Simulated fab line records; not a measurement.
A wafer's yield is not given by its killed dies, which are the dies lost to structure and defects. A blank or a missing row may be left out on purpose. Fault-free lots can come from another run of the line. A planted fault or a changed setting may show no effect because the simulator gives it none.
Matching of chambers ; flow n5_finfet ; 4 sister chambers for N5_BEOL_M1_ETCH_69 on rie_diel-06
The step etches SiARC in CF4, target depth 15.6 nm, time 26 s. 8 wafers are shown with their chamber, then 7 later ones without.

## EACH WAFER AND ITS CHAMBER
wafer;chamber;etch_rf_on_time_s (s);showerhead_plenum_p_Torr (Torr)
L076.2;2;25.5;2.04
L084.1;1;26.0;2.22
L084.6;0;26.4;2.20
L086.3;1;26.0;2.22
L092.2;2;24.6;2.28
L092.5;3;26.9;2.08
L095.1;3;27.3;2.08
L095.4;0;26.2;2.19

## WAFERS WITHOUT THEIR CHAMBER
wafer;etch_rf_on_time_s (s);showerhead_plenum_p_Torr (Torr)
L095.6;27.1;2.08
L096.2;24.8;2.28
L096.4;27.1;2.08
L096.5;24.8;2.28
L097.3;25.1;2.28
L097.5;25.0;2.28
L097.6;26.5;2.21

## WHICH CHAMBER EACH ONE RAN IN
wafer;from the rows above;in truth
L095.6;3;3
L096.2;can't be placed: 2 or 1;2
L096.4;3;3
L096.5;can't be placed: 2 or 1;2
L097.3;can't be placed: 2 or 1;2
L097.5;can't be placed: 2 or 1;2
L097.6;can't be placed: 0 or 1 or 3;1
Correct placement for 2 of the 7. From these rows, 5 cannot be placed; in 5 the true chamber is one of the candidates. 0 placed wrongly.
How it was worked out, from the rows above alone: a wafer's distance from a chamber is the root of the sum, over the readings, of the square of ((its reading less the chamber's mean) divided by the reading's scatter). If the next closest chamber is less than 2 further off than the closest, the wafer can't be placed; otherwise it belongs to the closest. A chamber's mean is the mean of its shown wafers. The scatter: the root of (the sum of the squares of (reading less its chamber's mean) over the shown wafers, divided by (wafers less chambers)).
